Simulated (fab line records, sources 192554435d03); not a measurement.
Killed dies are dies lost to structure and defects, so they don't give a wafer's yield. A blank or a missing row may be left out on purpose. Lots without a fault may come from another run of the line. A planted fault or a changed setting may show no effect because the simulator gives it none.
fab line records | flow n5_finfet
record lots=6 wafers=16 last_day=17
route steps=1938 shown TV_LITHO@1875 TV_OPEN@1887
lots that met no fault: from a run of the same line without faults
start_h: hours from the record's first day to the start of the lot's first wafer shown | wait_h: hours since the lot's step before | " the same as in the row above | L1.1+2: a row that stands for several wafers | - no value, or no start given | * or withheld: withheld | < > ~ a bound
route shown NAME@n: a module of which the file shows steps, and the number in the route of the first | usual: mean/standard deviation of fault-free wafers | same: alike in all rows | chamber/n: place in a boat | sites: the reading at each site | _std_site: their standard deviation | _edge_site: outer sites' mean less inner sites' | radius_mm: how far each site lies from the wafer's centre | mask NAME#n: copy n | behind: the tool/chamber that last shaped the wafer | hold: why the lot was held/for how many hours/how that ended | device: the transistor (n, p or np) that didn't switch | end of line: the same wafers' tests at the end of the route | a step without rows: its recipe alone | killed: dies lost to structure and defects at the first sort, not the wafer's yield | map: a wafer's dies, x killed, . not, _ none there
set.NAME: the setting as run; set.NAME@STEP: as run at that earlier step | model.NAME: the simulator's own value behind a step, which no gauge read
lots at some steps of the route; a table a step, a row a wafer
services: from which hour (start_h, from the record's first day; less than 0 if before it) a tool's chamber was out of use, for how many hours, and why
## steps
# step N5_PASSIVATION_HMDS_03
# recipe time_s=60 temp_c=120
# step N5_PASSIVATION_COAT_04
# recipe spin_rpm=* resist_thk_nm=*
# step N5_PASSIVATION_EBR_06
# recipe solvent=PGMEA ebr_width_mm=1.5
# step N5_PASSIVATION_SOFTBAKE_05
# recipe temp_c=100 time_s=90
# step N5_PASSIVATION_EXPOSE_07
# recipe mask_id=TV na=0.55 source_shape=conventional sigma_outer=0.8 polarization=unpolarized defocus_nm=0 target_cd_nm=3000 dose_mj=22.75
# step N5_PASSIVATION_PEB_08
# recipe peb_temp_c=withheld peb_time_s=*
# step N5_PASSIVATION_DEVELOP_09
# recipe develop_time_s=60 rinse_liquid=diw dry=air_spin dev_temp_c=21
# step N5_PASSIVATION_HARDBAKE_11
# recipe temp_c=130 time_s=120
# step N5_PASSIVATION_CD_MEAS_10
# recipe target_cd_nm=3000 landing_energy_ev=500 detector=se_inlens
# usual cd_nm=3000.4/2.3
# same landing_energy_ev=500
# columns lot.wafer tool chamber start_h wait_h cd_nm
L831.1 cd_sem-02 0 249.08 - 3000.6
L831.2 " 0 " " 3001.9
L831.5 " 0 " " 3002.8
L830.1 cd_sem-01 0 267.20 - 2997.6
L830.3 " 0 " " 2998.0
L830.4 " 0 " " 2995.2
L837.1 cd_sem-02 0 297.48 - 2998.3
L837.2 " 0 " " 2997.6
L841.2 cd_sem-01 0 324.83 - 3003.9
L841.5 " 0 " " 3003.2
L847.1 cd_sem-02 0 371.72 - 3001.0
L847.3 " 0 " " 3003.8
L847.4 " 0 " " 3002.4
L848.1 cd_sem-03 0 388.37 - 3002.0
L848.2 " 0 " " 3002.4
L848.3 " 0 " " 3002.3
# step N5_PASSIVATION_OVL_MEAS_60
# recipe points_per_wafer=44
# usual TV_OVL=-4/5.8
# columns lot.wafer tool chamber start_h wait_h TV_OVL[nm]
L831.1 overlay-01 0 249.11 0.0 -4
L831.2 " 0 " " -15
L831.5 " 0 " " -13
L830.1 overlay-02 0 267.23 0.0 -5
L830.3 " 0 " " -3
L830.4 " 0 " " -2
L837.1 overlay-01 0 297.51 0.0 -6
L837.2 " 0 " " -2
L841.2 overlay-02 0 324.86 0.0 -14
L841.5 " 0 " " 0
L847.1 overlay-01 0 371.75 0.0 -2
L847.3 " 0 " " -7
L847.4 " 0 " " -16
L848.1 overlay-02 0 388.40 0.0 4
L848.2 " 0 " " -3
L848.3 " 0 " " 3
# step N5_PASSIVATION_INSPECT_61
# recipe mode=adi inspect_instrument=macro
# usual raw_defect_count=2.1/1.4
# columns lot.wafer tool chamber start_h wait_h raw_defect_count
L831.1 defect_inspect-02 - 249.14 0.0 1
L831.2 " - " " 3
L831.5 " - " " 1
L830.1 defect_inspect-01 - 267.25 0.0 1
L830.3 " - " " 0
L830.4 " - " " 3
L837.1 defect_inspect-02 - 297.53 0.0 4
L837.2 " - " " 0
L841.2 defect_inspect-02 - 324.89 0.0 1
L841.5 " - " " 1
L847.1 defect_inspect-01 - 371.77 0.0 1
L847.3 " - " " 3
L847.4 " - " " 3
L848.1 defect_inspect-02 - 388.42 0.0 5
L848.2 " - " " 1
L848.3 " - " " 2
# step N5_PASSIVATION_DESCUM_12
# recipe chemistry=O2 time_s=7.9 source_power_w=50 bias_power_w=20 pressure_mtorr=20 rf_frequency_hz=2.712e+07 temp_c=40 o2_flow_sccm=225
# usual drypump_motor_current_A=5.7/0.44 oes_product_au=0.83/0.09 rf_vpp_V=242.6/1.6 showerhead_plenum_p_Torr=2.06/0.079 throttle_valve_pct=20.20/0.21
# columns lot.wafer tool chamber start_h wait_h drypump_motor_current_A oes_product_au rf_hours_counter_h rf_vpp_V showerhead_plenum_p_Torr throttle_valve_pct
L831.1 rie_diel-04 3 249.24 0.1 5.2 0.67 226 240.3 1.98 20.31
L831.2 " 1 " " 5.7 0.74 162 239.6 1.92 20.27
L831.5 " 2 " " 6.2 0.85 - 243.9 2.12 19.95
L830.1 rie_diel-03 0 267.50 0.2 6.0 1.00 2 241.8 2.03 19.80
L830.3 " 1 " " 6.3 0.90 15 242.7 2.14 20.55
L830.4 " 2 " " 5.0 0.89 - 244.3 2.11 19.99
L837.1 rie_diel-04 3 297.83 0.3 5.1 0.67 240 241.6 1.97 20.30
L837.2 " 0 " " 5.8 0.93 9 241.9 2.04 20.31
L841.2 rie_diel-04 2 324.92 0.0 6.2 0.82 92 243.8 2.11 20.00
L841.5 " 2 " " 6.2 0.81 - 242.4 2.11 20.00
L847.1 rie_diel-03 2 372.34 0.6 5.0 0.86 67 243.0 2.10 20.05
L847.3 " 1 " " 6.3 0.85 45 243.1 2.13 20.57
L847.4 " 3 " " 5.7 0.91 28 242.3 2.05 20.31
L848.1 rie_diel-03 3 388.46 0.0 5.7 0.89 32 242.0 2.04 20.34
L848.2 " 1 " " 6.3 0.85 51 242.1 2.13 20.59
L848.3 " 0 " " 6.0 0.90 40 240.6 2.02 19.84
# step N5_PASSIVATION_PASS_ETCH_74
# recipe chemistry=CF4/O2 target=SiNx target_depth_a=2200 time_s=110 ion_energy_ev=100 pressure_mtorr=40 source_w=535 bias_w=49 Ar_flow_sccm=100 cf4_flow_sccm=100 O2_flow_sccm=10
# usual O2_flow_sccm=10.000/0.028 drypump_motor_current_A=5.7/0.45 oes_f_703_au=0.83/0.089 oes_product_au=0.83/0.093 rf_vpp_V=240/4.9 showerhead_plenum_p_Torr=2.17/0.084 throttle_valve_pct=15.80/0.19
# columns lot.wafer tool chamber start_h wait_h O2_flow_sccm drypump_motor_current_A oes_f_703_au oes_product_au rf_hours_counter_h rf_vpp_V showerhead_plenum_p_Torr throttle_valve_pct model.etch.depth_nm model.coat_of_PASSIVATION_COAT_04.thk_nm model.TV_OPEN.cd_offset_nm
L831.1 rie_diel-04 3 249.30 0.0 9.954 5.1 0.72 0.69 226 235 2.10 15.97 222.1 * -0.4
L831.2 " 1 " " 9.974 5.7 0.75 0.74 162 235 2.03 15.81 218.9 * -0.4
L831.5 " 2 " " 10.007 6.2 0.83 0.84 - 243 2.24 15.56 216.2 * -0.2
L830.1 rie_diel-03 0 267.56 0.0 9.978 6.0 1.00 1.00 2 236 2.16 15.42 230 * -0.6
L830.3 " 1 " " 9.976 6.3 0.91 0.92 15 244 2.25 15.98 228.3 * 0.2
L830.4 " 2 " " 9.986 5.0 0.86 0.89 - 252 2.24 15.68 224.1 * 0
L837.1 rie_diel-04 3 297.89 0.0 10.066 5.2 0.71 0.59 240 237 2.09 15.97 175.2 * 1.6
L837.2 " 0 " " 10.003 5.8 0.95 0.96 9 240 2.16 15.83 231.4 * -0.2
L841.2 rie_diel-04 2 324.99 0.0 10.035 6.2 0.80 0.81 92 244 2.23 15.59 215 * 0
L841.5 " 2 " " 10.045 6.2 0.80 0.70 - 241 2.23 15.57 167.2 * 2
L847.1 rie_diel-03 2 372.41 0.0 10.007 5.0 0.82 0.84 68 249 2.23 15.73 224.8 * 0.2
L847.3 " 1 " " 9.969 6.3 0.86 0.86 45 243 2.24 16.06 228 * 0
L847.4 " 3 " " 9.953 5.7 0.88 0.90 28 234 2.17 15.87 225.1 * -0.2
L848.1 rie_diel-03 3 388.52 0.0 9.990 5.7 0.88 0.90 32 234 2.17 15.88 229.4 * -0.8
L848.2 " 1 " " 10.019 6.3 0.85 0.85 51 243 2.24 16.07 230.1 * 0.4
L848.3 " 0 " " 10.038 6.1 0.89 0.90 40 236 2.14 15.51 232.5 * -0.4
# step N5_PASSIVATION_VIA_ETCH_13
# recipe chemistry=CHF3/O2 target=SiO2 target_depth_a=6600 CHF3_flow_sccm=50 O2_flow_sccm=5 Ar_flow_sccm=200 time_s=330 mask_material=PR pressure_mtorr=30 source_w=650 bias_w=170 ion_energy_ev=200 ends=cleared
# usual CHF3_flow_sccm=50.00/0.15 O2_flow_sccm=4.999/0.014 drypump_motor_current_A=5.7/0.44 etch_rf_on_time_s=234/5 oes_f_703_au=0.83/0.088 oes_product_au=0.75/0.082 rf_vpp_V=523/9.9 showerhead_plenum_p_Torr=2.38/0.092 throttle_valve_pct=18.69/0.18
# columns lot.wafer tool chamber start_h wait_h CHF3_flow_sccm O2_flow_sccm drypump_motor_current_A etch_rf_on_time_s oes_f_703_au oes_product_au rf_hours_counter_h rf_vpp_V showerhead_plenum_p_Torr throttle_valve_pct model.coat_of_PASSIVATION_COAT_04.thk_nm
L831.1 rie_diel-04 3 249.39 0.0 50.01 4.991 5.2 235 0.71 0.62 226 513 2.29 18.85 *
L831.2 " 1 " " 50.08 4.994 5.7 238 0.74 0.67 162 514 2.22 18.70 *
L831.5 " 2 " " 49.88 4.986 6.2 237 0.83 0.77 - 526 2.46 18.52 *
L830.1 rie_diel-03 0 267.65 0.0 49.92 4.993 6.1 226 0.98 0.89 2 514 2.35 18.30 *
L830.3 " 1 " " 49.88 5.008 6.3 229 0.90 0.82 15 531 2.47 18.97 *
L830.4 " 2 " " 50.14 5.005 5.1 237 0.86 0.79 - 544 2.44 18.51 *
L837.1 rie_diel-04 3 297.98 0.0 49.70 5.004 5.1 234 0.70 0.60 240 514 2.29 18.88 *
L837.2 " 0 " " 50.01 4.994 5.8 227 0.95 0.85 10 522 2.35 18.72 *
L841.2 rie_diel-04 2 325.08 0.0 50.12 4.991 6.2 233 0.81 0.75 92 528 2.45 18.55 *
L841.5 " 2 " " 50.20 4.994 6.2 237 0.80 0.74 - 526 2.45 18.55 *
L847.1 rie_diel-03 2 372.50 0.0 50.00 4.985 5.0 230 0.83 0.76 68 545 2.43 18.56 *
L847.3 " 1 " " 50.35 5.011 6.3 227 0.85 0.77 45 529 2.45 19.03 *
L847.4 " 3 " " 50.08 4.992 5.7 233 0.89 0.81 28 509 2.36 18.74 *
L848.1 rie_diel-03 3 388.62 0.0 49.91 4.989 5.7 233 0.88 0.80 33 506 2.36 18.73 *
L848.2 " 1 " " 50.05 5.017 6.3 228 0.85 0.76 51 530 2.45 19.02 *
L848.3 " 0 " " 49.82 4.983 6.0 229 0.88 0.81 40 514 2.34 18.36 *
# step N5_PASSIVATION_STRIP_14
# recipe chemistry=O2 power_w=600 temp_c=60 pressure_mtorr=30 rf_frequency_hz=6e+07 bias_power_w=0 overash_fraction=0.5 o2_flow_sccm=225
# usual drypump_motor_current_A=5.7/0.44 oes_product_au=0.83/0.089 rf_vpp_V=3.6/0.95 showerhead_plenum_p_Torr=2.06/0.079 throttle_valve_pct=16.46/0.2
# columns lot.wafer tool chamber start_h wait_h drypump_motor_current_A oes_product_au rf_hours_counter_h rf_vpp_V showerhead_plenum_p_Torr throttle_valve_pct
L831.1 rie_diel-04 3 249.59 0.1 5.2 0.67 226 3.8 1.98 16.64
L831.2 " 1 " " 5.7 0.73 162 3.5 1.93 16.55
L831.5 " 2 " " 6.2 0.85 - 2.8 2.12 16.21
L830.1 rie_diel-03 0 267.85 0.1 6.0 1.00 2 3.4 2.04 16.04
L830.3 " 1 " " 6.3 0.90 15 4.2 2.14 16.69
L830.4 " 2 " " 5.0 0.87 - 3.2 2.11 16.25
L837.1 rie_diel-04 3 298.18 0.1 5.1 0.67 240 3.4 1.98 16.65
L837.2 " 0 " " 5.8 0.94 10 5.4 2.05 16.47
L841.2 rie_diel-04 2 325.27 0.1 6.2 0.83 92 4.3 2.11 16.29
L841.5 " 2 " " 6.2 0.80 - 3.8 2.11 16.22
L847.1 rie_diel-03 2 372.70 0.1 5.0 0.84 68 3.2 2.10 16.30
L847.3 " 1 " " 6.3 0.85 45 3.2 2.13 16.74
L847.4 " 3 " " 5.7 0.90 28 3.1 2.05 16.48
L848.1 rie_diel-03 3 388.81 0.1 5.7 0.89 33 5.6 2.05 16.48
L848.2 " 1 " " 6.3 0.85 51 4.0 2.13 16.74
L848.3 " 0 " " 6.0 0.90 40 2.9 2.03 16.09
# step N5_PASSIVATION_ETCH_15
# recipe chemistry=CF4/N2 target=SiCN target_depth_a=750 taper_deg=2 time_s=81.2 ion_energy_ev=150 mask_material=SiNx pressure_mtorr=40 source_w=430 bias_w=70 Ar_flow_sccm=100 cf4_flow_sccm=60 n2_flow_sccm=60
# usual drypump_motor_current_A=5.7/0.44 oes_product_au=0.83/0.092 rf_vpp_V=381.5/2.2 showerhead_plenum_p_Torr=2.17/0.085 throttle_valve_pct=15.25/0.18
# columns lot.wafer tool chamber start_h wait_h drypump_motor_current_A oes_product_au rf_hours_counter_h rf_vpp_V showerhead_plenum_p_Torr throttle_valve_pct model.TV_OPEN.cd_offset_nm
L831.1 rie_diel-04 3 - - 5.2 0.70 226 379.2 2.10 15.45 1.6
L831.2 " 1 " " 5.7 0.75 162 378.2 2.02 15.25 1.4
L831.5 " 2 " " 6.2 0.84 - 383.4 2.24 15.01 2.2
L830.1 rie_diel-03 0 - - 6.0 1.00 2 380.5 2.16 14.86 1.8
L830.3 " 1 " " 6.3 0.92 15 384.2 2.25 15.44 2.2
L830.4 " 2 " " 5.0 0.89 - 384.1 2.24 15.11 2.4
L837.1 rie_diel-04 3 - - 5.1 0.68 240 379.2 2.09 15.48 3.8
L837.2 " 0 " " 5.8 0.95 10 381.0 2.16 15.27 2
L841.2 rie_diel-04 2 - - 6.2 0.82 92 382.7 2.23 15.06 2
L841.5 " 2 " " 6.2 0.81 - 383.6 2.23 15.04 4.2
L847.1 rie_diel-03 2 - - 5.0 0.84 68 383.2 2.23 15.19 2.6
L847.3 " 1 " " 6.3 0.86 45 383.6 2.24 15.50 1.4
L847.4 " 3 " " 5.7 0.89 28 379.7 2.17 15.28 2
L848.1 rie_diel-03 3 - - 5.7 0.90 33 380.3 2.17 15.30 1.4
L848.2 " 1 " " 6.3 0.85 51 383.0 2.24 15.50 2
L848.3 " 0 " " 6.0 0.89 40 380.9 2.15 14.94 1.2
# step N5_PASSIVATION_STRIP_73
# recipe chemistry=post_etch_residue_remover time_s=60 temp_c=25 remover_ph=withheld remover_water_wt_pct=withheld remover_fluoride_wt_pct=withheld
## services
# columns tool chamber start_h hours kind
rie_diel-03 0 234.11 - clean
rie_diel-03 0 234.11 - consumable_replace:focus_ring
rie_diel-03 0 234.11 26.9 scheduled_down
rie_diel-03 0 234.11 26.9 vent_cycle
rie_diel-04 0 235.68 - clean
rie_diel-04 0 235.68 - consumable_replace:focus_ring
rie_diel-04 0 235.68 26.3 scheduled_down
rie_diel-04 0 235.68 26.3 vent_cycle
rie_diel-04 - 237.68 2.8 pm
rie_diel-03 3 261.00 - clean
rie_diel-03 3 261.00 - consumable_replace:focus_ring
rie_diel-03 3 261.00 17.3 scheduled_down
rie_diel-03 3 261.00 17.3 vent_cycle
rie_diel-04 - 288.48 2.1 repair
rie_diel-03 1 336.61 1.6 repair
rie_diel-04 3 336.67 - clean
rie_diel-04 3 336.67 - consumable_replace:focus_ring
rie_diel-04 3 336.67 - consumable_replace:showerhead
rie_diel-04 3 336.67 23.6 scheduled_down
rie_diel-04 3 336.67 23.6 vent_cycle
rie_diel-03 2 383.66 6.4 repair
## key
first_sign none at tools or gauges
model_effect step=N5_PASSIVATION_PASS_ETCH_74 value=etch.depth_nm without=220.2 struck=171.2
model_effect step=N5_PASSIVATION_VIA_ETCH_13 value=coat_of_PASSIVATION_COAT_04.thk_nm without=* struck=*
model_effect step=N5_PASSIVATION_ETCH_15 value=TV_OPEN.cd_offset_nm without=1.9 struck=4
met_at N5_PASSIVATION_PASS_ETCH_74
struck_wafers L837.1,L841.5
onset_between 249.30 297.89
fault kind=process_parameter_drift tool=rie_diel-04 chamber=- onset_h=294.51 steps=N5_PASSIVATION_PASS_ETCH_74 channel=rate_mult offset=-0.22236 shape=step end_h=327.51 scope=struck_wafers_only
